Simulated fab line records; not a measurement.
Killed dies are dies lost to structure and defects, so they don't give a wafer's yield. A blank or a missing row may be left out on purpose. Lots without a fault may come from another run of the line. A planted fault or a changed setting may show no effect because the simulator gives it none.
fab line records	flow n5_finfet
[record] lots = 7	wafers = 21
route steps=1938 shown BEOL_M13@1659 BEOL_M14@1716 BEOL_M15@1801
start_h: the number of hours between the record's first day and the start of the first shown wafer of the lot	wait_h: how many hours have passed since the lot's step before this one	" the same as in the row above	L1.1+2: one row covering several wafers at once	- no value, or no start was given	* or withheld: withheld	< > ~ a bound
route shown NAME@n: NAME is a module with steps in the file, n the number in the route of the first one	usual: mean/standard deviation of fault-free wafers	same: alike in all rows	chamber/n: place in a boat	sites: each site's reading	_std_site: the standard deviation of these	_edge_site: outer sites' mean less inner sites'	radius_mm: how far each site lies from the wafer's centre	mask NAME#n: copy n	behind: tool/chamber where the wafer was last shaped	hold: the reason the lot was held/the length of the hold in hours/how it ended	device: whichever transistor did not switch (one of n, p or np)	end of line: the route-end tests of the same wafers	where a step has no rows: the recipe by itself	killed: not the wafer's yield, but the dies lost to structure and defects at the first sort	map: shows each die of a wafer: x if killed, . if not, _ if none is there
set.NAME: the setting that was run; set.NAME@STEP: the one run at that earlier step	model.NAME: the simulator's own value behind a step, which no gauge read
lots where settings were altered on purpose, with a table for each step and a row for each wafer
[[steps]]
[step N5_BEOL_M13_ILD_DEP_00]
[recipe] material = SiOC	target_thk_a = 8379.2	temp_c = 350	precursor = DEMS/O2	pressure_torr = 5	rf_w = 500	time_s = 166.4
lot.wafer	tool	chamber	start_h	wait_h	set.time_s	model.SiOC_of_BEOL_M13_ILD_DEP_00.thk_nm
L074.1	pecvd-04	1	222.50	0.0	166.4	834.2
L074.2	"	2	"	"	166.4	829
L074.3	"	0	"	"	146.6	740.6
L079.2	pecvd-04	0	262.85	0.0	166.4	834.8
L079.3	"	2	"	"	166.4	850
L079.4	"	0	"	"	166.4	862.6
L080.1	pecvd-02	2	265.43	0.0	166.4	837.4
L080.2	"	0	"	"	166.4	825
L080.5	"	1	"	"	191.1	974.6
L082.1	pecvd-02	2	271.51	0.0	166.4	826.4
L082.3	"	1	"	"	190.1	950.6
L082.4	"	0	"	"	166.4	831
L085.1	pecvd-02	1	299.22	0.0	174.7	883.4
L085.3	"	0	"	"	166.4	835.6
L085.4	"	2	"	"	166.4	867.8
L089.1	pecvd-03	2	328.21	0.0	166.4	849.6
L089.3	"	1	"	"	166.4	827.4
L089.5	"	2	"	"	166.4	857
L091.1	pecvd-02	2	335.80	0.0	166.4	823
L091.2	"	0	"	"	166.4	824.8
L091.5	"	2	"	"	166.4	837.4
[step N5_BEOL_M13_THK_MEAS_01]
[recipe] reads = SiOC_of_BEOL_M13_ILD_DEP_00
[usual] M13_ILD_THK = 840/11
lot.wafer	tool	chamber	start_h	wait_h	set.time_s@BEOL_M13_ILD_DEP_00	M13_ILD_THK[nm]
L074.1	film_metro-01	-	222.65	0.1	166.4	834
L074.2	"	-	"	"	166.4	829
L074.3	"	-	"	"	146.6	740
L079.2	film_metro-01	-	263.00	0.1	166.4	835
L079.3	"	-	"	"	166.4	850
L079.4	"	-	"	"	166.4	862
L080.1	film_metro-02	-	265.64	0.2	166.4	837
L080.2	"	-	"	"	166.4	825
L080.5	"	-	"	"	191.1	975
L082.1	film_metro-01	-	271.66	0.1	166.4	826
L082.3	"	-	"	"	190.1	951
L082.4	"	-	"	"	166.4	832
L085.1	film_metro-02	-	299.37	0.1	174.7	884
L085.3	"	-	"	"	166.4	836
L085.4	"	-	"	"	166.4	868
L089.1	film_metro-02	-	328.36	0.1	166.4	850
L089.3	"	-	"	"	166.4	828
L089.5	"	-	"	"	166.4	857
L091.1	film_metro-02	-	335.95	0.1	166.4	823
L091.2	"	-	"	"	166.4	825
L091.5	"	-	"	"	166.4	837
[step N5_BEOL_M13_COAT_58]
[recipe] resist = BARC	temp_c = 205	time_s = 60	spin_rpm = 1500	resist_thk_nm = 89
[step N5_BEOL_M13_COAT_04]
[recipe] spin_rpm = 1625	resist_thk_nm = 400
[step N5_BEOL_M13_DESCUM_15]
[recipe] chemistry = O2	time_s = 7.9	source_power_w = 50	bias_power_w = 20	pressure_mtorr = 20	rf_frequency_hz = 2.712e+07	temp_c = 40	o2_flow_sccm = 225
[step N5_BEOL_M13_ETCH_59]
[recipe] chemistry = N2/H2	target = BARC	target_depth_a = 890	overetch_a = 267	time_s = 67.9	ion_energy_ev = 200	pressure_mtorr = 30	source_w = 840	bias_w = 150	n2_flow_sccm = 200	h2_flow_sccm = 200
[step N5_BEOL_M13_VIA_ETCH_16]
[recipe] chemistry = C4F8/O2/Ar	target = SiOC	pressure_mtorr = 30	source_w = 3000	bias_w = 700	Ar_flow_sccm = 400	C4F8_flow_sccm = 15	O2_flow_sccm = 8	he_inner_torr = 15	he_outer_torr = 30	target_depth_a = 9217	time_s = withheld	ion_energy_ev = 250	ends = cleared
lot.wafer	tool	chamber	start_h	wait_h	set.time_s@BEOL_M13_ILD_DEP_00	model.etch.depth_nm	model.coat_of_BEOL_M13_COAT_04.thk_nm
L074.1	rie_diel-01	2	223.45	0.0	*	834.3	70
L074.2	"	3	"	"	*	829	70.6
L074.3	"	1	"	"	*	740.7	92.6
L079.2	rie_diel-01	2	263.79	0.0	*	834.7	72
L079.3	"	0	"	"	*	850.1	64
L079.4	"	1	"	"	*	862.5	59.4
L080.1	rie_diel-02	2	266.33	0.0	*	837.4	73.8
L080.2	"	3	"	"	*	825	72.2
L080.5	"	0	"	"	*	974.6	28.8
L082.1	rie_diel-04	1	272.27	0.0	*	826.5	69.8
L082.3	"	0	"	"	*	950.6	34
L082.4	"	2	"	"	*	831	68.2
L085.1	rie_diel-04	1	301.23	0.0	*	883.4	55.4
L085.3	"	2	"	"	*	835.5	70.2
L085.4	"	0	"	"	*	867.7	60
L089.1	rie_diel-01	2	328.84	0.0	*	849.5	68.2
L089.3	"	0	"	"	*	827.4	70.6
L089.5	"	2	"	"	*	856.9	67.2
L091.1	rie_diel-01	2	336.58	0.0	*	822.9	74.4
L091.2	"	1	"	"	*	824.9	70.8
L091.5	"	3	"	"	*	837.5	69.8
[step N5_BEOL_M13_STRIP_63]
[recipe] chemistry = N2/H2	power_w = 1000	temp_c = 250	h2_frac = 0.65	overash_fraction = 0.3	pressure_mtorr = 1000	n2_flow_sccm = 1750	h2_flow_sccm = 3250
[usual] strip_time_to_endpoint_s = 27.4/1.2
lot.wafer	tool	chamber	start_h	wait_h	set.time_s@BEOL_M13_ILD_DEP_00	strip_time_to_endpoint_s
L074.1	plasma_asher-02	1	223.68	-	166.4	27.7
L074.2	"	0	"	"	166.4	27.9
L074.3	"	1	"	"	146.6	34.2
L079.2	plasma_asher-02	1	264.03	-	166.4	28.3
L079.3	"	0	"	"	166.4	25.9
L079.4	"	1	"	"	166.4	24.5
L080.1	plasma_asher-02	1	266.57	-	166.4	28.8
L080.2	"	0	"	"	166.4	28.3
L080.5	"	1	"	"	191.1	14.6
L082.1	plasma_asher-01	1	272.50	-	166.4	27.6
L082.3	"	1	"	"	190.1	16.4
L082.4	"	0	"	"	166.4	27.1
L085.1	plasma_asher-02	1	301.47	-	174.7	23.3
L085.3	"	0	"	"	166.4	27.7
L085.4	"	1	"	"	166.4	24.7
L089.1	plasma_asher-02	0	329.07	-	166.4	27.1
L089.3	"	1	"	"	166.4	27.8
L089.5	"	0	"	"	166.4	26.8
L091.1	plasma_asher-02	0	336.81	-	166.4	29.0
L091.2	"	1	"	"	166.4	27.9
L091.5	"	0	"	"	166.4	27.6
[step N5_BEOL_M14_ILD_DEP_00]
[recipe] material = SiO2	target_thk_a = 11193	temp_c = 400	precursor = TEOS/O2	pressure_torr = 6.5	rf_w = 900	teos_flow_sccm = 161.4	gas = O2	flow_sccm = 2650	time_s = 237.4
lot.wafer	tool	chamber	start_h	wait_h	set.time_s	model.SiO2_of_BEOL_M14_ILD_DEP_00.thk_nm
L074.1	pecvd-04	1	229.67	0.0	237.4	1136
L074.2	"	2	"	"	237.4	1125
L074.3	"	0	"	"	237.4	1120
L079.2	pecvd-01	2	267.81	0.0	237.4	1106
L079.3	"	0	"	"	212	990
L079.4	"	0	"	"	237.4	1140
L080.1	pecvd-01	0	274.10	0.0	237.4	1140
L080.2	"	2	"	"	212.5	1003
L080.5	"	2	"	"	237.4	1147
L082.1	pecvd-02	0	280.99	0.0	237.4	1108
L082.3	"	2	"	"	237.4	1105
L082.4	"	0	"	"	237.4	1133
L085.1	pecvd-04	1	304.81	0.0	237.4	1120
L085.3	"	0	"	"	224.7	1047
L085.4	"	1	"	"	237.4	1135
L089.1	pecvd-04	1	335.50	0.0	228.4	1093
L089.3	"	2	"	"	237.4	1134
L089.5	"	0	"	"	237.4	1140
L091.1	pecvd-01	1	341.68	0.0	237.4	1103
L091.2	"	2	"	"	237.4	1109
L091.5	"	1	"	"	237.4	1136
[step N5_BEOL_M14_THK_MEAS_01]
[recipe] reads = SiO2_of_BEOL_M14_ILD_DEP_00
[usual] M14_ILD_THK = 1129/15
lot.wafer	tool	chamber	start_h	wait_h	set.time_s@BEOL_M14_ILD_DEP_00	M14_ILD_THK[nm]
L074.1	film_metro-01	-	229.86	0.1	237.4	1135
L074.2	"	-	"	"	237.4	1124
L074.3	"	-	"	"	237.4	1121
L079.2	film_metro-02	-	268.00	0.1	237.4	1106
L079.3	"	-	"	"	212	990
L079.4	"	-	"	"	237.4	1140
L080.1	film_metro-02	-	274.29	0.1	237.4	1141
L080.2	"	-	"	"	212.5	1003
L080.5	"	-	"	"	237.4	1147
L082.1	film_metro-02	-	281.18	0.1	237.4	1109
L082.3	"	-	"	"	237.4	1105
L082.4	"	-	"	"	237.4	1133
L085.1	film_metro-02	-	305.00	0.1	237.4	1119
L085.3	"	-	"	"	224.7	1046
L085.4	"	-	"	"	237.4	1135
L089.1	film_metro-01	-	335.69	0.1	228.4	1093
L089.3	"	-	"	"	237.4	1133
L089.5	"	-	"	"	237.4	1140
L091.1	film_metro-02	-	341.87	0.1	237.4	1103
L091.2	"	-	"	"	237.4	1108
L091.5	"	-	"	"	237.4	1136
[step N5_BEOL_M14_EXPOSE_07]
[recipe] mask_id = V13	na = 0.8	source_shape = annular	sigma_inner = 0.5	sigma_outer = 0.8	polarization = unpolarized	attpsm_phase_deg = 180	dose_mj = 57
lot.wafer	tool	chamber	start_h	wait_h	mask	set.dose_mj
L074.1+2+3	krf_scanner-02	0	229.99	-	V13#0	57
L079.2+3+4	krf_scanner-01	0	268.13	-	V13#0	57
L080.1+2	krf_scanner-02	0	274.55	-	V13#0	57
L080.5	"	0	"	"	V13#0	52.86
L082.1+4	krf_scanner-01	0	281.44	-	V13#0	57
L082.3	"	0	"	"	V13#0	52.74
L085.1+3	krf_scanner-01	0	305.13	-	V13#0	57
L085.4	"	0	"	"	V13#0	58.96
L089.1+3	krf_scanner-02	0	335.82	-	V13#0	57
L089.5	"	0	"	"	V13#0	53.81
L091.1+2+5	krf_scanner-01	0	342.12	-	V13#0	57
[step N5_BEOL_M14_PEB_08]
[recipe] peb_temp_c = 130	peb_time_s = 90
[step N5_BEOL_M14_DEVELOP_09]
[recipe] develop_time_s = 45	rinse_liquid = diw	dry = air_spin	dev_temp_c = 21
[step N5_BEOL_M14_HARDBAKE_14]
[recipe] temp_c = 130	time_s = 120
[step N5_BEOL_M14_CD_MEAS_10]
[recipe] target_cd_nm = 250	landing_energy_ev = 500	detector = se_inlens	polarity = opening
[usual] cd_nm = 250.3/1.8
lot.wafer	tool	chamber	start_h	wait_h	set.dose_mj@BEOL_M14_EXPOSE_07	cd_nm
L074.1	cd_sem-02	0	230.16	-	57	248.0
L074.2	"	0	"	"	57	251.0
L074.3	"	0	"	"	57	251.9
L079.2	cd_sem-03	0	268.30	-	57	252.0
L079.3	"	0	"	"	57	251.8
L079.4	"	0	"	"	57	251.9
L080.1	cd_sem-02	0	274.72	-	57	246.5
L080.2	"	0	"	"	57	249.9
L080.5	"	0	"	"	52.86	236.6
L082.1	cd_sem-03	0	281.62	-	57	248.7
L082.3	"	0	"	"	52.74	236.2
L082.4	"	0	"	"	57	248.4
L085.1	cd_sem-01	0	305.31	-	57	251.3
L085.3	"	0	"	"	57	248.2
L085.4	"	0	"	"	58.96	256.0
L089.1	cd_sem-03	0	336.00	-	57	250.1
L089.3	"	0	"	"	57	253.7
L089.5	"	0	"	"	53.81	243.3
L091.1	cd_sem-03	0	342.30	-	57	249.3
L091.2	"	0	"	"	57	252.1
L091.5	"	0	"	"	57	252.6
[step N5_BEOL_M14_DESCUM_15]
[recipe] chemistry = O2	time_s = 7.9	source_power_w = 50	bias_power_w = 20	pressure_mtorr = 20	rf_frequency_hz = 2.712e+07	temp_c = 40	o2_flow_sccm = 225
[step N5_BEOL_M14_ETCH_59]
[recipe] chemistry = N2/H2	target = BARC	target_depth_a = 890	overetch_a = 267	time_s = 67.9	ion_energy_ev = 200	pressure_mtorr = 30	source_w = 840	bias_w = 150	n2_flow_sccm = 200	h2_flow_sccm = 200
[step N5_BEOL_M14_VIA_ETCH_16]
[recipe] chemistry = C4F8/O2/Ar	target = SiO2	he_inner_torr = 15	he_outer_torr = 30	target_depth_a = 12313	time_s = withheld	ion_energy_ev = 800	pressure_mtorr = 20	source_w = 1905	bias_w = 2040	Ar_flow_sccm = 400	C4F8_flow_sccm = 16	O2_flow_sccm = 12	ends = cleared
lot.wafer	tool	chamber	start_h	wait_h	set.time_s@BEOL_M14_ILD_DEP_00	model.etch.depth_nm	model.coat_of_BEOL_M14_COAT_04.thk_nm
L074.1	rie_diel-03	0	230.34	0.0	*	1136	442
L074.2	"	3	"	"	*	1125	450.6
L074.3	"	2	"	"	*	1120	449.4
L079.2	rie_diel-03	0	268.48	0.0	*	1106	446.6
L079.3	"	1	"	"	*	990	479.6
L079.4	"	2	"	"	*	1140	447.8
L080.1	rie_diel-03	1	274.90	0.0	*	1140	445.4
L080.2	"	2	"	"	*	1003	480.4
L080.5	"	1	"	"	*	1147	445.2
L082.1	rie_diel-05	2	282.41	0.0	*	1108	457
L082.3	"	3	"	"	*	1105	460
L082.4	"	2	"	"	*	1133	449.6
L085.1	rie_diel-05	1	305.49	0.0	*	1120	454
L085.3	"	2	"	"	*	1047	472
L085.4	"	0	"	"	*	1135	456.2
L089.1	rie_diel-03	2	336.21	0.0	*	1093	458.6
L089.3	"	3	"	"	*	1134	449.2
L089.5	"	1	"	"	*	1140	446.2
L091.1	rie_diel-03	1	342.47	0.0	*	1103	453.8
L091.2	"	0	"	"	*	1109	449
L091.5	"	2	"	"	*	1136	446.6
[step N5_BEOL_M14_STRIP_63]
[recipe] chemistry = O2	power_w = 600	temp_c = 60	pressure_mtorr = 30	rf_frequency_hz = 6e+07	bias_power_w = 0	overash_fraction = 0.3	o2_flow_sccm = 225
[step N5_BEOL_M14_STRIP_64]
[recipe] chemistry = O2	power_w = 600	temp_c = 60	pressure_mtorr = 30	rf_frequency_hz = 6e+07	bias_power_w = 0	overash_fraction = 0.3	o2_flow_sccm = 225
[step N5_BEOL_M14_STRIP_71]
[recipe] chemistry = post_etch_residue_remover	time_s = 60	temp_c = 25	remover_ph = withheld	remover_water_wt_pct = withheld	remover_fluoride_wt_pct = withheld
[step N5_BEOL_M14_SRD_72]
[recipe] time_s = 30	temp_c = 23	rinse_liquid = diw	dry = n2_spin	spin_rpm = 1500	dry_time_s = 30
[step N5_BEOL_M14_CD_MEAS_17]
[recipe] target_cd_nm = 250	polarity = opening
[usual] cd_nm = 251.0/2.3
lot.wafer	tool	chamber	start_h	wait_h	set.dose_mj@BEOL_M14_EXPOSE_07	cd_nm
L074.1	cd_sem-01	-	230.69	0.0	57	249.1
L074.2	"	-	"	"	57	252.1
L074.3	"	-	"	"	57	252.5
L079.2	cd_sem-02	-	268.83	0.0	57	251.4
L079.3	"	-	"	"	57	251.0
L079.4	"	-	"	"	57	253.6
L080.1	cd_sem-02	-	275.25	0.0	57	247.5
L080.2	"	-	"	"	57	249.1
L080.5	"	-	"	"	52.86	237.4
L082.1	cd_sem-03	-	282.75	0.0	57	248.3
L082.3	"	-	"	"	52.74	235.0
L082.4	"	-	"	"	57	248.6
L085.1	cd_sem-01	-	305.84	0.0	57	252.0
L085.3	"	-	"	"	57	247.1
L085.4	"	-	"	"	58.96	257.3
L089.1	cd_sem-03	-	336.56	0.0	57	252.1
L089.3	"	-	"	"	57	255.4
L089.5	"	-	"	"	53.81	246.1
L091.1	cd_sem-01	-	342.82	0.0	57	250.3
L091.2	"	-	"	"	57	250.2
L091.5	"	-	"	"	57	252.3
[step N5_BEOL_M15_PEB_26]
[recipe] peb_temp_c = 130	peb_time_s = 90
lot.wafer	tool	chamber	start_h	wait_h	set.peb_temp_c
L074.1	litho_track-05	0	236.05	0.1	130
L074.2+3	"	0	"	"	132.1
L079.2	litho_track-03	0	274.04	0.0	130
L079.3+4	"	0	"	"	132.1
L080.1+5	litho_track-02	0	282.05	0.1	130
L080.2	"	0	"	"	126.3
L082.1+3	litho_track-05	0	288.26	0.1	130
L082.4	"	0	"	"	131.4
L085.1	litho_track-02	0	311.65	0.1	126.3
L085.3+4	"	0	"	"	130
L089.1+3+5	litho_track-03	0	341.70	0.1	130
L091.1+2+5	litho_track-05	0	348.90	0.1	130
[step N5_BEOL_M15_DEVELOP_27]
[recipe] develop_time_s = 45	rinse_liquid = diw	dry = air_spin	dev_temp_c = 21
[step N5_BEOL_M15_HARDBAKE_32]
[recipe] temp_c = 130	time_s = 120
[step N5_BEOL_M15_CD_MEAS_28]
[recipe] target_cd_nm = 407.6	landing_energy_ev = 500	detector = se_inlens
[usual] cd_nm = 410.2/2.4
lot.wafer	tool	chamber	start_h	wait_h	set.peb_temp_c@BEOL_M15_PEB_26	cd_nm
L074.1	cd_sem-01	0	236.17	-	130	409.3
L074.2	"	0	"	"	132.1	415.4
L074.3	"	0	"	"	132.1	416.3
L079.2	cd_sem-01	0	274.15	-	130	413.0
L079.3	"	0	"	"	132.1	418.2
L079.4	"	0	"	"	132.1	417.5
L080.1	cd_sem-02	0	282.16	-	130	411.4
L080.2	"	0	"	"	126.3	388.5
L080.5	"	0	"	"	130	409.8
L082.1	cd_sem-03	0	288.37	-	130	411.3
L082.3	"	0	"	"	130	410.3
L082.4	"	0	"	"	131.4	418.7
L085.1	cd_sem-01	0	311.77	-	126.3	391.0
L085.3	"	0	"	"	130	407.9
L085.4	"	0	"	"	130	407.6
L089.1	cd_sem-01	0	341.82	-	130	412.4
L089.3	"	0	"	"	130	409.5
L089.5	"	0	"	"	130	410.7
L091.1	cd_sem-03	0	349.02	-	130	413.1
L091.2	"	0	"	"	130	413.3
L091.5	"	0	"	"	130	412.7
[step N5_BEOL_M15_DESCUM_33]
[recipe] chemistry = O2	time_s = 7.9	source_power_w = 50	bias_power_w = 20	pressure_mtorr = 20	rf_frequency_hz = 2.712e+07	temp_c = 40	o2_flow_sccm = 225
lot.wafer	tool	chamber	start_h	wait_h	set.peb_temp_c@BEOL_M15_PEB_26	model.BEOL_M15.cd_nm
L074.1	rie_diel-02	3	236.26	0.0	130	409.4
L074.2	"	0	"	"	132.1	415.6
L074.3	"	2	"	"	132.1	416.2
L079.2	rie_diel-04	0	274.24	0.0	130	413.4
L079.3	"	1	"	"	132.1	418.6
L079.4	"	2	"	"	132.1	417.8
L080.1	rie_diel-02	1	282.25	0.0	130	411
L080.2	"	0	"	"	126.3	388.8
L080.5	"	2	"	"	130	409.4
L082.1	rie_diel-02	2	288.49	0.1	130	411.2
L082.3	"	1	"	"	130	410.6
L082.4	"	3	"	"	131.4	418.4
L085.1	rie_diel-01	0	311.86	0.0	126.3	391
L085.3	"	2	"	"	130	408.2
L085.4	"	1	"	"	130	408
L089.1	rie_diel-02	2	341.90	0.0	130	412.8
L089.3	"	0	"	"	130	409.6
L089.5	"	3	"	"	130	410.8
L091.1	rie_diel-02	2	349.11	0.0	130	413.2
L091.2	"	1	"	"	130	413.4
L091.5	"	2	"	"	130	412.4
[step N5_BEOL_M15_ETCH_61]
[recipe] chemistry = N2/H2	target = BARC	target_depth_a = 890	overetch_a = 267	time_s = 67.9	ion_energy_ev = 200	pressure_mtorr = 30	source_w = 840	bias_w = 150	n2_flow_sccm = 200	h2_flow_sccm = 200
lot.wafer	tool	chamber	start_h	wait_h	set.peb_temp_c@BEOL_M15_PEB_26	model.BEOL_M15.cd_nm
L074.1	rie_diel-02	3	236.29	0.0	130	401.8
L074.2	"	0	"	"	132.1	409.6
L074.3	"	2	"	"	132.1	407.2
L079.2	rie_diel-04	0	274.27	0.0	130	406.4
L079.3	"	1	"	"	132.1	412
L079.4	"	2	"	"	132.1	411.2
L080.1	rie_diel-02	1	282.29	0.0	130	403
L080.2	"	0	"	"	126.3	382.2
L080.5	"	2	"	"	130	399.2
L082.1	rie_diel-02	2	288.53	0.0	130	402.2
L082.3	"	1	"	"	130	403.8
L082.4	"	3	"	"	131.4	410.6
L085.1	rie_diel-01	0	311.89	0.0	126.3	383.6
L085.3+4	"	2,1	"	"	130	400.8
L089.1	rie_diel-02	2	341.94	0.0	130	403.4
L089.3	"	0	"	"	130	403
L089.5	"	3	"	"	130	402.8
L091.1	rie_diel-02	2	349.14	0.0	130	404.8
L091.2	"	1	"	"	130	405.2
L091.5	"	2	"	"	130	403.2
[step N5_BEOL_M15_TRENCH_ETCH_34]
[recipe] chemistry = C4F8/O2/Ar	target = SiO2	target_depth_a = 8729.3	he_inner_torr = 15	he_outer_torr = 30	time_s = 199	ion_energy_ev = 800	pressure_mtorr = 20	source_w = 1905	bias_w = 2040	Ar_flow_sccm = 400	C4F8_flow_sccm = 16	O2_flow_sccm = 12
[step N5_BEOL_M15_STRIP_62]
[recipe] chemistry = O2	power_w = 600	temp_c = 60	pressure_mtorr = 30	rf_frequency_hz = 6e+07	bias_power_w = 0	overash_fraction = 0.3	o2_flow_sccm = 225
[step N5_BEOL_M15_STRIP_37]
[recipe] chemistry = O2	power_w = 600	temp_c = 60	pressure_mtorr = 30	rf_frequency_hz = 6e+07	bias_power_w = 0	overash_fraction = 0.3	o2_flow_sccm = 225
[step N5_BEOL_M15_ETCH_38]
[recipe] chemistry = CF4/N2	target = SiCN	target_depth_a = 1064	taper_deg = 2	time_s = 120.5	ion_energy_ev = 150	mask_material = SiO2	pressure_mtorr = 40	source_w = 430	bias_w = 70	Ar_flow_sccm = 100	cf4_flow_sccm = 60	n2_flow_sccm = 60
lot.wafer	tool	chamber	start_h	wait_h	set.peb_temp_c@BEOL_M15_PEB_26	model.BEOL_M15.cd_nm
L074.1	rie_diel-01	3	-	-	130	402
L074.2	"	1	"	"	132.1	410
L074.3	"	2	"	"	132.1	407.4
L079.2	rie_diel-04	3	-	-	130	407
L079.3	"	0	"	"	132.1	412.6
L079.4	"	1	"	"	132.1	412
L080.1	rie_diel-04	1	-	-	130	402.8
L080.2	"	3	"	"	126.3	382.6
L080.5	"	2	"	"	130	399
L082.1	rie_diel-04	1	-	-	130	402.2
L082.3	"	3	"	"	130	402.8
L082.4	"	0	"	"	131.4	410
L085.1	rie_diel-01	2	-	-	126.3	384
L085.3	"	3	"	"	130	401.2
L085.4	"	0	"	"	130	401.8
L089.1	rie_diel-04	1	-	-	130	403.8
L089.3	"	2	"	"	130	402.8
L089.5	"	1	"	"	130	402.2
L091.1+2	rie_diel-02	2,0	-	-	130	404.8
L091.5	"	1	"	"	130	403.6
[[key]]
[split] step = N5_BEOL_M13_ILD_DEP_00	setting = time_s	stated = 166.4	by = wafer
[response] step = N5_BEOL_M13_ILD_DEP_00	reading = model.SiOC_of_BEOL_M13_ILD_DEP_00.thk_nm	change = +8.66	per = 1%	r = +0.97
[response] step = N5_BEOL_M13_THK_MEAS_01	reading = M13_ILD_THK	change = +8.67	per = 1%	r = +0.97
[response] step = N5_BEOL_M13_VIA_ETCH_16	reading = model.etch.depth_nm	change = +8.66	per = 1%	r = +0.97
[response] step = N5_BEOL_M13_VIA_ETCH_16	reading = model.coat_of_BEOL_M13_COAT_04.thk_nm	change = -2.49	per = 1%	r = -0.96
[response] step = N5_BEOL_M13_STRIP_63	reading = strip_time_to_endpoint_s	change = *	per = 1%	r = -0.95
[split] step = N5_BEOL_M14_ILD_DEP_00	setting = time_s	stated = 237.4	by = wafer
[response] step = N5_BEOL_M14_ILD_DEP_00	reading = model.SiO2_of_BEOL_M14_ILD_DEP_00.thk_nm	change = +13.1	per = 1%	r = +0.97
[response] step = N5_BEOL_M14_THK_MEAS_01	reading = M14_ILD_THK	change = +13.1	per = 1%	r = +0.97
[response] step = N5_BEOL_M14_VIA_ETCH_16	reading = model.etch.depth_nm	change = +13.1	per = 1%	r = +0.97
[response] step = N5_BEOL_M14_VIA_ETCH_16	reading = model.coat_of_BEOL_M14_COAT_04.thk_nm	change = -3.16	per = 1%	r = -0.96
[split] step = N5_BEOL_M14_EXPOSE_07	setting = dose_mj	stated = 57	by = wafer
[response] step = N5_BEOL_M14_CD_MEAS_10	reading = cd_nm	change = +1.63	per = 1%	r = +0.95
[response] step = N5_BEOL_M14_CD_MEAS_17	reading = cd_nm	change = +1.64	per = 1%	r = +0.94
[split] step = N5_BEOL_M15_PEB_26	setting = peb_temp_c	stated = 130	by = wafer
[response] step = N5_BEOL_M15_CD_MEAS_28	reading = cd_nm	change = +6.1	per = 1%	r = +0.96
[response] step = N5_BEOL_M15_DESCUM_33	reading = model.BEOL_M15.cd_nm	change = +6.02	per = 1%	r = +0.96
[response] step = N5_BEOL_M15_ETCH_61	reading = model.BEOL_M15.cd_nm	change = +5.76	per = 1%	r = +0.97
[response] step = N5_BEOL_M15_ETCH_38	reading = model.BEOL_M15.cd_nm	change = +5.73	per = 1%	r = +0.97
